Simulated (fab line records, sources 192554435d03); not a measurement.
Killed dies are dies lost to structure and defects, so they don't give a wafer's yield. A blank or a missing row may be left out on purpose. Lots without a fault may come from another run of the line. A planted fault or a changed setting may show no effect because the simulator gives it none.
One fault seen from 3 desks | flow n5_finfet | each desk has only its own numbers; what lay behind them comes last

THE METROLOGY DESK
What the gauges read, lot by lot, whatever tool the lot ran on: means of the sampled wafers that have a number. A lot is out of limits, marked OUT, if its mean lies more than 4 standard deviations from the usual mean; the brackets give that distance. Of its 24 readings 7 are shown: those that lie furthest out on some lot.
Columns: A = COMB_M13 at N5_BEOL_M15_RC_MEAS_101, usual 5.6e-12 S/m; B = COMB_M14 at N5_BEOL_M15_RC_MEAS_101, usual 4.4e-12 S/m; C = COMB_M9 at N5_BEOL_M15_RC_MEAS_101, usual 1.6e-11 S/m; D = SERP_M13 at N5_BEOL_M15_RC_MEAS_101, usual 0.310 ohm/um; E = SERP_M5 at N5_BEOL_M15_RC_MEAS_101, usual 39.3 ohm/um; F = SERP_M6 at N5_BEOL_M15_RC_MEAS_101, usual 13.9 ohm/um; G = SERP_M7 at N5_BEOL_M15_RC_MEAS_101, usual 13.8 ohm/um
lot  | first seen here | A       | B       | C       | D     | E    | F    | G
L187 | day 11 23:08    | 3.8e-12 | 3.6e-12 | 1.8e-11 | 0.305 | 41.0 | 14.0 | 14.2
L190 | day 12 10:16    | 4.4e-12 | 5.1e-12 | 1.7e-11 | 0.304 | 38.5 | 13.7 | 13.2
L194 | day 15 09:51    | 5.9e-12 | 6.4e-12 | 2.1e-11 | 0.307 | 40.3 | 13.7 | 13.5
L200 | day 15 18:15    | 5.2e-12 | 4.3e-12 | 1.5e-11 | 0.310 | 40.2 | 13.2 | 14.2
L201 | day 16 06:04    | 5.7e-12 | 3.6e-12 | 1.0e-11 | 0.321 | 36.4 | 14.3 | 14.7
L202 | day 16 22:12    | 6.2e-12 | 4.9e-12 | 1.5e-11 | 0.308 | 38.2 | 13.7 | 14.6
L204 | day 17 01:20    | 5.9e-12 | 4.6e-12 | 1.8e-11 | 0.305 | 39.7 | 13.7 | 14.1
This desk's finding: nothing out of limits on any of the 7 lots.

THE DEFECT DESK
What the inspections along the route counted, lot by lot: means of the sampled wafers that have a number. A lot is out of limits, marked OUT, if its mean lies more than 4 standard deviations from the usual mean; the brackets give that distance.
Columns: A = raw_defect_count at N5_BEOL_M15_INSPECT_55, usual 69
lot  | first seen here | A
L187 | day 11 23:19    | 100
L190 | day 12 10:26    | 55
L194 | day 15 10:02    | 40
L200 | day 15 18:24    | 74
L201 | day 16 06:14    | 69
L202 | day 16 22:21    | 71
L204 | day 17 01:31    | 60
This desk's finding: nothing out of limits on any of the 7 lots.

THE TOOL OWNER'S DESK: pvd_sputter-01
The tool's own readings at N5_MIM_BOT_SPUTTER_00 (material TiN, target thk 35 nm, time 89.7 s): means of the sampled wafers that have a number, for each lot that ran on this tool. A lot is out of limits, marked OUT, if its mean lies more than 4 standard deviations from the usual mean; the brackets give that distance.
Columns: A = substrate_temp_c at N5_MIM_BOT_SPUTTER_00, usual 199.98 C; B = throttle_valve_pct at N5_MIM_BOT_SPUTTER_00, usual 30.1 %
lot  | first seen here | A      | B
L190 | day 12 11:40    | 199.81 | 29.8
L194 | day 15 12:11    | 200.08 | 30.1
L200 | day 15 21:15    | 200.13 | 28.9
L201 | day 16 08:23    | 199.97 | 30.9
This desk's finding: nothing out of limits on any of the 4 lots.

PUT TOGETHER
The metrology desk saw nothing out of limits.
The defect desk saw nothing out of limits.
The tool owner's desk saw nothing out of limits.

WHAT THE SIMULATOR HAD PUT IN
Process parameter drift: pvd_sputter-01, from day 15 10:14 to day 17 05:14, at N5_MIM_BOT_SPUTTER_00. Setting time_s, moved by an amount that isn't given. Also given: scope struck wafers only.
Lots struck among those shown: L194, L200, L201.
